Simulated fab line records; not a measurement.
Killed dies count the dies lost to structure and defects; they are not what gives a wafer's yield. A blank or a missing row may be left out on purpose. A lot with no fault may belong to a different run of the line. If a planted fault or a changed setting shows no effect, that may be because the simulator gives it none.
Matching of chambers ; flow n5-finfet ; pecvd-03 running N5_BEOL_M5_ILD_DEP_00: 3 sister chambers
The step deposits SiCOH lowk from DEMS/porogen, target thk 140.64 nm, time 25.9 s. 6 wafers are shown with their chamber, then 9 later ones without.

== WAFERS, EACH WITH ITS CHAMBER ==
wafer;chamber;throttle-valve-pct (%);heater-power-w (W)
L077.6;1;13.5;369
L083.6;1;13.3;340
L084.3;0;14.2;338
L086.2;0;14.4;317
L086.3;2;13.9;397
L086.5;2;14.0;401

== WAFERS MISSING THEIR CHAMBER ==
wafer;throttle-valve-pct (%);heater-power-w (W)
L094.2;14.4;340
L094.4;13.4;334
L094.5;14.7;330
L092.1;14.4;318
L092.3;13.8;421
L092.4;14.3;324
L096.1;14.3;324
L096.4;14.0;420
L096.5;14.4;331

== THE CHAMBER EACH PASSED THROUGH ==
wafer;from the rows above;in truth
L094.2;0;0
L094.4;1;1
L094.5;0;0
L092.1;0;0
L092.3;2;2
L092.4;0;0
L096.1;0;0
L096.4;2;2
L096.5;0;0
Placed correctly: 9 of 9. Can't be placed from these rows: 0. 0 placed wrongly.
How it was worked out, from the rows above alone: a wafer's distance from a chamber is the root of the sum, over the readings, of the square of ((its reading less the chamber's mean) divided by the reading's scatter). If the next closest chamber is less than 2 further off than the closest, the wafer can't be placed; otherwise it belongs to the closest. The mean given for a chamber averages the wafers shown for that chamber. The scatter: the root of (the sum of the squares of (reading less its chamber's mean) over the shown wafers, divided by (wafers less chambers)).
